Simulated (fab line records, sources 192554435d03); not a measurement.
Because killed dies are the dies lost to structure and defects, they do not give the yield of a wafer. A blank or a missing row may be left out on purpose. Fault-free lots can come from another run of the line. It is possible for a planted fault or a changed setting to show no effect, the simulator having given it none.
The tool behind it: which one? :: flow n5_finfet :: 9 lots with 27 wafers sampled at 6 steps, on a route of 1938 steps

WHAT THE GAUGES READ, wafer by wafer
N5_STI_FIN_REVEAL_INSPECT_13: inspects for defects (darkfield). Usual: raw_defect_count at 11, with a standard deviation of 4.6.
lot: L693
measured: day 2 18:56
on: defect_inspect-02
raw_defect_count: 4 10 10
flag: 

lot: L698
measured: day 3 23:58
on: defect_inspect-01
raw_defect_count: 8 11 19
flag: 

lot: L701
measured: day 4 18:43
on: defect_inspect-02
raw_defect_count: 8 13 18
flag: 

lot: L702
measured: day 5 02:50
on: defect_inspect-01
raw_defect_count: 11 9 12
flag: 

lot: L704
measured: day 5 15:59
on: defect_inspect-01
raw_defect_count: 674 658 698
flag: OFF

lot: L706
measured: day 6 00:30
on: defect_inspect-02
raw_defect_count: 682 699 697
flag: OFF

lot: L712
measured: day 7 12:25
on: defect_inspect-02
raw_defect_count: 18 16 7
flag: 

lot: L713
measured: day 7 19:41
on: defect_inspect-01
raw_defect_count: 13 15 6
flag: 

lot: L714
measured: day 8 03:17
on: defect_inspect-01
raw_defect_count: 7 15 16
flag: 

N5_BEOL_M4_RC_MEAS_101. Usual: DIBL_N 36.5 mV/V, standard deviation 1.4; DIBL_P 36.9 mV/V, standard deviation 1.7; IOFF_N 0.163 nA/um, standard deviation 0.023; IOFF_P 0.22 nA/um, standard deviation 0.032; ION_N 673 uA/um, standard deviation 9; ION_P 462 uA/um, standard deviation 7.5; SS_N 71.6 mV/dec, standard deviation 0.54; SS_P 73.4 mV/dec, standard deviation 0.62; VT_N 249.8 mV, standard deviation 2.8; VT_P -250 mV, standard deviation 3.5.
lot: L693
measured: day 7 23:18
on: prober-01
DIBL_N (mV/V): 35.0 37.3 36.1
DIBL_P (mV/V): 35.9 38.7 37.2
IOFF_N (nA/um): 0.143 0.184 0.163
IOFF_P (nA/um): 0.21 0.26 0.23
ION_N (uA/um): 657 680 663
ION_P (uA/um): 457 468 460
SS_N (mV/dec): 71.2 71.9 72.0
SS_P (mV/dec): 73.6 74.2 73.8
VT_N (mV): 253.3 247.2 250.5
VT_P (mV): -248 -245 -249
flag: 

lot: L698
measured: day 9 05:38
on: prober-01
DIBL_N (mV/V): 35.7 37.9 37.6
DIBL_P (mV/V): 35.3 38.6 37.6
IOFF_N (nA/um): 0.135 0.182 0.172
IOFF_P (nA/um): 0.19 0.24 0.22
ION_N (uA/um): 663 680 689
ION_P (uA/um): 459 464 470
SS_N (mV/dec): 71.3 71.5 71.0
SS_P (mV/dec): 73.8 74.6 74.1
VT_N (mV): 253.6 247.2 249.3
VT_P (mV): -253 -248 -251
flag: 

lot: L701
measured: day 10 00:04
on: prober-02
DIBL_N (mV/V): 33.7 35.0 35.0
DIBL_P (mV/V): 34.2 37.2 36.4
IOFF_N (nA/um): 0.114 0.146 0.137
IOFF_P (nA/um): 0.14 0.18 0.17
ION_N (uA/um): 642 671 670
ION_P (uA/um): 441 453 453
SS_N (mV/dec): 71.0 71.8 71.4
SS_P (mV/dec): 72.4 72.6 73.4
VT_N (mV): 256.7 250.6 253.7
VT_P (mV): -258 -256 -256
flag: 

lot: L702
measured: day 10 17:21
on: prober-02
DIBL_N (mV/V): 36.8 34.4 36.3
DIBL_P (mV/V): 36.6 33.9 36.0
IOFF_N (nA/um): 0.161 0.132 0.153
IOFF_P (nA/um): 0.23 0.19 0.23
ION_N (uA/um): 678 672 672
ION_P (uA/um): 466 465 460
SS_N (mV/dec): 71.1 70.5 71.6
SS_P (mV/dec): 73.2 72.3 73.4
VT_N (mV): 252.8 252.3 251.1
VT_P (mV): -248 -247 -249
flag: 

lot: L704
measured: day 11 05:37
on: prober-02
DIBL_N (mV/V): 37.6 35.4 36.4
DIBL_P (mV/V): 38.3 34.8 36.9
IOFF_N (nA/um): 0.190 0.134 0.165
IOFF_P (nA/um): 0.26 0.19 0.23
ION_N (uA/um): 675 655 686
ION_P (uA/um): 466 447 467
SS_N (mV/dec): 71.9 70.7 71.2
SS_P (mV/dec): 73.5 72.7 73.6
VT_N (mV): 247.7 255.9 248.5
VT_P (mV): -248 -253 -251
flag: 

lot: L706
measured: day 11 18:47
on: prober-02
DIBL_N (mV/V): 36.8 38.4 37.9
DIBL_P (mV/V): 37.7 39.3 38.4
IOFF_N (nA/um): 0.165 0.190 0.181
IOFF_P (nA/um): 0.23 0.27 0.25
ION_N (uA/um): 676 678 676
ION_P (uA/um): 463 470 468
SS_N (mV/dec): 71.1 71.7 71.4
SS_P (mV/dec): 74.2 73.5 73.5
VT_N (mV): 250.1 249.8 249.2
VT_P (mV): -249 -246 -249
flag: 

lot: L712
measured: day 12 18:17
on: prober-02
DIBL_N (mV/V): 37.8 35.1 34.4
DIBL_P (mV/V): 39.6 36.1 35.9
IOFF_N (nA/um): 0.191 0.142 0.128
IOFF_P (nA/um): 0.22 0.17 0.17
ION_N (uA/um): 679 671 656
ION_P (uA/um): 457 448 454
SS_N (mV/dec): 71.9 71.0 70.8
SS_P (mV/dec): 74.2 73.7 73.8
VT_N (mV): 247.5 251.1 255.7
VT_P (mV): -252 -258 -254
flag: 

lot: L713
measured: day 13 19:39
on: prober-01
DIBL_N (mV/V): 32.4 33.6 33.5
DIBL_P (mV/V): 32.4 34.1 33.6
IOFF_N (nA/um): 0.116 0.125 0.126
IOFF_P (nA/um): 0.17 0.18 0.17
ION_N (uA/um): 662 672 670
ION_P (uA/um): 457 472 458
SS_N (mV/dec): 70.1 70.4 70.2
SS_P (mV/dec): 72.2 72.7 72.0
VT_N (mV): 252.3 252.2 247.5
VT_P (mV): -253 -251 -254
flag: 

lot: L714
measured: day 13 21:52
on: prober-02
DIBL_N (mV/V): 37.4 35.0 37.4
DIBL_P (mV/V): 36.8 33.4 36.2
IOFF_N (nA/um): 0.154 0.117 0.156
IOFF_P (nA/um): 0.21 0.16 0.20
ION_N (uA/um): 669 668 664
ION_P (uA/um): 464 456 455
SS_N (mV/dec): 71.8 71.4 71.9
SS_P (mV/dec): 73.0 72.8 73.4
VT_N (mV): 251.2 254.7 252.8
VT_P (mV): -249 -253 -249
flag: 

TOOL THAT RAN EACH LOT (tool first, then ch and the chambers of the sampled wafers, then the start)
lot: L693
N5_FIN_CUT_CUT_ETCH_26: rie_diel-01 ch 0,2,3, day 2 09:40
N5_FIN_CUT_CUT_ETCH_27: rie_diel-01 ch 0,2,3, day 2 09:43
N5_STI_FIN_REVEAL_RECESS_09: vapor_etch-01 ch 0,1, day 2 16:09
N5_STI_FIN_REVEAL_PRECLEAN_18: wet_bench-02 ch 1,5,6, day 2 18:53

lot: L698
N5_FIN_CUT_CUT_ETCH_26: rie_diel-02 ch 1,2,3, day 3 14:44
N5_FIN_CUT_CUT_ETCH_27: rie_diel-02 ch 1,2,3, day 3 14:47
N5_STI_FIN_REVEAL_RECESS_09: vapor_etch-01 ch 0,1, day 3 21:10
N5_STI_FIN_REVEAL_PRECLEAN_18: wet_bench-02 ch 4,5,6, day 3 23:55

lot: L701
N5_FIN_CUT_CUT_ETCH_26: rie_diel-01 ch 2,3, day 4 09:31
N5_FIN_CUT_CUT_ETCH_27: rie_diel-01 ch 2,3, day 4 09:34
N5_STI_FIN_REVEAL_RECESS_09: vapor_etch-02 ch 0,1, day 4 15:55
N5_STI_FIN_REVEAL_PRECLEAN_18: wet_bench-03 ch 2,3,7, day 4 18:39

lot: L702
N5_FIN_CUT_CUT_ETCH_26: rie_diel-01 ch 1,2,3, day 4 16:46
N5_FIN_CUT_CUT_ETCH_27: rie_diel-01 ch 1,2,3, day 4 16:49
N5_STI_FIN_REVEAL_RECESS_09: vapor_etch-01 ch 0,1, day 5 00:03
N5_STI_FIN_REVEAL_PRECLEAN_18: wet_bench-02 ch 0,3,4, day 5 02:47

lot: L704
N5_FIN_CUT_CUT_ETCH_26: rie_diel-01 ch 0,2,3, day 5 05:46
N5_FIN_CUT_CUT_ETCH_27: rie_diel-01 ch 0,2,3, day 5 05:49
N5_STI_FIN_REVEAL_RECESS_09: vapor_etch-02 ch 0,1, day 5 13:13
N5_STI_FIN_REVEAL_PRECLEAN_18: wet_bench-02 ch 2,3,6, day 5 15:56

lot: L706
N5_FIN_CUT_CUT_ETCH_26: rie_diel-02 ch 1,2,3, day 5 15:19
N5_FIN_CUT_CUT_ETCH_27: rie_diel-02 ch 1,2,3, day 5 15:22
N5_STI_FIN_REVEAL_RECESS_09: vapor_etch-02 ch 0,1, day 5 21:42
N5_STI_FIN_REVEAL_PRECLEAN_18: wet_bench-02 ch 2,4,5, day 6 00:26

lot: L712
N5_FIN_CUT_CUT_ETCH_26: rie_diel-01 ch 1,2,3, day 7 03:07
N5_FIN_CUT_CUT_ETCH_27: rie_diel-01 ch 1,2,3, day 7 03:09
N5_STI_FIN_REVEAL_RECESS_09: vapor_etch-02 ch 0,1, day 7 09:38
N5_STI_FIN_REVEAL_PRECLEAN_18: wet_bench-06 ch 1,3,6, day 7 12:22

lot: L713
N5_FIN_CUT_CUT_ETCH_26: rie_diel-02 ch 0,1,2, day 7 09:56
N5_FIN_CUT_CUT_ETCH_27: rie_diel-02 ch 0,1,2, day 7 09:59
N5_STI_FIN_REVEAL_RECESS_09: vapor_etch-02 ch 0,1, day 7 16:44
N5_STI_FIN_REVEAL_PRECLEAN_18: wet_bench-03 ch 0,2,6, day 7 19:38

lot: L714
N5_FIN_CUT_CUT_ETCH_26: rie_diel-06 ch 1,2,3, day 7 16:31
N5_FIN_CUT_CUT_ETCH_27: rie_diel-06 ch 1,2,3, day 7 16:33
N5_STI_FIN_REVEAL_RECESS_09: vapor_etch-02 ch 0,1, day 8 00:19
N5_STI_FIN_REVEAL_PRECLEAN_18: wet_bench-03 ch 4,5,6, day 8 03:14
- N5_FIN_CUT_CUT_ETCH_26: etches SiNx in CH3F/O2, target depth 39 nm, time 55.7 s.
- N5_FIN_CUT_CUT_ETCH_27: etches SiO2 in CHF3/O2, target depth 4 nm, overetch 2 nm, time 4.9 s.
- N5_STI_FIN_REVEAL_RECESS_09: chemistry HF/NH3, target SiO2, afs cycles 11, target depth 42.5 nm, sublimation time 60 s.
- N5_STI_FIN_REVEAL_PRECLEAN_18: cleans in SC2, time 45 s.

AS READ BY THE TOOLS THEMSELVES (means over the sampled wafers that have a number; for cases with no such wafer, the mark the record gives instead)
N5_FIN_CUT_CUT_ETCH_26. Usual: O2_flow_sccm 20.01 sccm, standard deviation 0.056; drypump_motor_current_A 5.5 A, standard deviation 0.5; oes_product_au 0.78 a.u., standard deviation 0.061; rf_vpp_V 296 V, standard deviation 3.3; showerhead_plenum_p_Torr 1.97 Torr, standard deviation 0.076; throttle_valve_pct 16.29 %, standard deviation 0.19.
lot: L693
tool: rie_diel-01
O2_flow_sccm (sccm): 19.99
drypump_motor_current_A (A): 5.8
oes_product_au (a.u.): 0.78
rf_vpp_V (V): 297
showerhead_plenum_p_Torr (Torr): 1.96
throttle_valve_pct (%): 16.21
flag: 

lot: L698
tool: rie_diel-02
O2_flow_sccm (sccm): 20.02
drypump_motor_current_A (A): 5.8
oes_product_au (a.u.): 0.80
rf_vpp_V (V): 297
showerhead_plenum_p_Torr (Torr): 1.96
throttle_valve_pct (%): 16.19
flag: 

lot: L701
tool: rie_diel-01
O2_flow_sccm (sccm): 20.08
drypump_motor_current_A (A): 5.9
oes_product_au (a.u.): 0.73
rf_vpp_V (V): 296
showerhead_plenum_p_Torr (Torr): 1.99
throttle_valve_pct (%): 16.33
flag: 

lot: L702
tool: rie_diel-01
O2_flow_sccm (sccm): 20.01
drypump_motor_current_A (A): 5.6
oes_product_au (a.u.): 0.73
rf_vpp_V (V): 298
showerhead_plenum_p_Torr (Torr): 2.03
throttle_valve_pct (%): 16.39
flag: 

lot: L704
tool: rie_diel-01
O2_flow_sccm (sccm): 20.00
drypump_motor_current_A (A): 5.8
oes_product_au (a.u.): 0.76
rf_vpp_V (V): 297
showerhead_plenum_p_Torr (Torr): 1.95
throttle_valve_pct (%): 16.24
flag: 

lot: L706
tool: rie_diel-02
O2_flow_sccm (sccm): 19.98
drypump_motor_current_A (A): 5.8
oes_product_au (a.u.): 0.79
rf_vpp_V (V): 297
showerhead_plenum_p_Torr (Torr): 1.95
throttle_valve_pct (%): 16.24
flag: 

lot: L712
tool: rie_diel-01
O2_flow_sccm (sccm): 19.99
drypump_motor_current_A (A): 5.6
oes_product_au (a.u.): 0.72
rf_vpp_V (V): 297
showerhead_plenum_p_Torr (Torr): 2.02
throttle_valve_pct (%): 16.42
flag: 

lot: L713
tool: rie_diel-02
O2_flow_sccm (sccm): 19.94
drypump_motor_current_A (A): 5.5
oes_product_au (a.u.): 0.81
rf_vpp_V (V): 297
showerhead_plenum_p_Torr (Torr): 1.99
throttle_valve_pct (%): 16.14
flag: 

lot: L714
tool: rie_diel-06
O2_flow_sccm (sccm): 20.01
drypump_motor_current_A (A): 5.2
oes_product_au (a.u.): 0.73
rf_vpp_V (V): 292
showerhead_plenum_p_Torr (Torr): 1.92
throttle_valve_pct (%): 16.35
flag: 

N5_FIN_CUT_CUT_ETCH_27. Usual: O2_flow_sccm 4.999 sccm, standard deviation 0.014; drypump_motor_current_A 5.5 A, standard deviation 0.5; oes_product_au 0.61 a.u., standard deviation 0.045; rf_vpp_V 522 V, standard deviation 5.7; showerhead_plenum_p_Torr 2.38 Torr, standard deviation 0.088; throttle_valve_pct 18.75 %, standard deviation 0.19.
lot: L693
tool: rie_diel-01
O2_flow_sccm (sccm): 5.003
drypump_motor_current_A (A): 5.8
oes_product_au (a.u.): 0.61
rf_vpp_V (V): 522
showerhead_plenum_p_Torr (Torr): 2.36
throttle_valve_pct (%): 18.67
flag: 

lot: L698
tool: rie_diel-02
O2_flow_sccm (sccm): 5.001
drypump_motor_current_A (A): 5.8
oes_product_au (a.u.): 0.63
rf_vpp_V (V): 523
showerhead_plenum_p_Torr (Torr): 2.36
throttle_valve_pct (%): 18.67
flag: 

lot: L701
tool: rie_diel-01
O2_flow_sccm (sccm): 4.989
drypump_motor_current_A (A): 6.0
oes_product_au (a.u.): 0.58
rf_vpp_V (V): 523
showerhead_plenum_p_Torr (Torr): 2.40
throttle_valve_pct (%): 18.80
flag: 

lot: L702
tool: rie_diel-01
O2_flow_sccm (sccm): 5.009
drypump_motor_current_A (A): 5.6
oes_product_au (a.u.): 0.58
rf_vpp_V (V): 525
showerhead_plenum_p_Torr (Torr): 2.44
throttle_valve_pct (%): 18.86
flag: 

lot: L704
tool: rie_diel-01
O2_flow_sccm (sccm): 5.007
drypump_motor_current_A (A): 5.8
oes_product_au (a.u.): 0.60
rf_vpp_V (V): 522
showerhead_plenum_p_Torr (Torr): 2.35
throttle_valve_pct (%): 18.69
flag: 

lot: L706
tool: rie_diel-02
O2_flow_sccm (sccm): 4.997
drypump_motor_current_A (A): 5.8
oes_product_au (a.u.): 0.62
rf_vpp_V (V): 522
showerhead_plenum_p_Torr (Torr): 2.35
throttle_valve_pct (%): 18.68
flag: 

lot: L712
tool: rie_diel-01
O2_flow_sccm (sccm): 4.988
drypump_motor_current_A (A): 5.6
oes_product_au (a.u.): 0.57
rf_vpp_V (V): 523
showerhead_plenum_p_Torr (Torr): 2.43
throttle_valve_pct (%): 18.88
flag: 

lot: L713
tool: rie_diel-02
O2_flow_sccm (sccm): 5.001
drypump_motor_current_A (A): 5.5
oes_product_au (a.u.): 0.64
rf_vpp_V (V): 523
showerhead_plenum_p_Torr (Torr): 2.39
throttle_valve_pct (%): 18.61
flag: 

lot: L714
tool: rie_diel-06
O2_flow_sccm (sccm): 4.990
drypump_motor_current_A (A): 5.2
oes_product_au (a.u.): 0.59
rf_vpp_V (V): 515
showerhead_plenum_p_Torr (Torr): 2.31
throttle_valve_pct (%): 18.82
flag: 

N5_STI_FIN_REVEAL_RECESS_09. Usual: drypump_motor_current_A at 5.4 A, with a standard deviation of 0.37.
lot: L693
tool: vapor_etch-01
drypump_motor_current_A (A): 5.2
flag: 

lot: L698
tool: vapor_etch-01
drypump_motor_current_A (A): 5.0
flag: 

lot: L701
tool: vapor_etch-02
drypump_motor_current_A (A): 5.7
flag: 

lot: L702
tool: vapor_etch-01
drypump_motor_current_A (A): 5.2
flag: 

lot: L704
tool: vapor_etch-02
drypump_motor_current_A (A): 5.7
flag: 

lot: L706
tool: vapor_etch-02
drypump_motor_current_A (A): 5.5
flag: 

lot: L712
tool: vapor_etch-02
drypump_motor_current_A (A): 5.6
flag: 

lot: L713
tool: vapor_etch-02
drypump_motor_current_A (A): 5.7
flag: 

lot: L714
tool: vapor_etch-02
drypump_motor_current_A (A): 5.7
flag: 

THE ANSWER, worked out from the rows above alone
Rule: take the mean of a lot's wafers that have a number; if it is more than 3 standard deviations from the usual mean, the lot is off. A lot without any number at a reading at which 4 lots or more have one is off too. Where the step has rows for the other lots, those lots are counted as sound. The gauges are gone through in route order, then the tools' own readings, and for those a lot's mean is taken as printed above. At the first step where some lot is off, the reading lying furthest off is the one used; lots without a number count as furthest.
Off: L704, L706 (N5_STI_FIN_REVEAL_INSPECT_13, raw_defect_count).
A tool fits if, at a process step before that reading, it ran every lot that is off, and no sound lot after the first of them. Gauges at N5_STI_FIN_REVEAL_INSPECT_13: tried the same way as those tools. One fits: N5_STI_FIN_REVEAL_PRECLEAN_18 on wet_bench-02. A fault onset in the window from L702 (day 5 02:47, its last sound lot) to L704 (day 5 15:56, its first lot off) fits.

WHAT WAS PUT IN BY THE SIMULATOR
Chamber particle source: wet_bench-02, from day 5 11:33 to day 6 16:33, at N5_STI_FIN_REVEAL_PRECLEAN_18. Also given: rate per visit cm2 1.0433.
Shown lots that were struck: L704, L706. The rule given above showed the same thing.
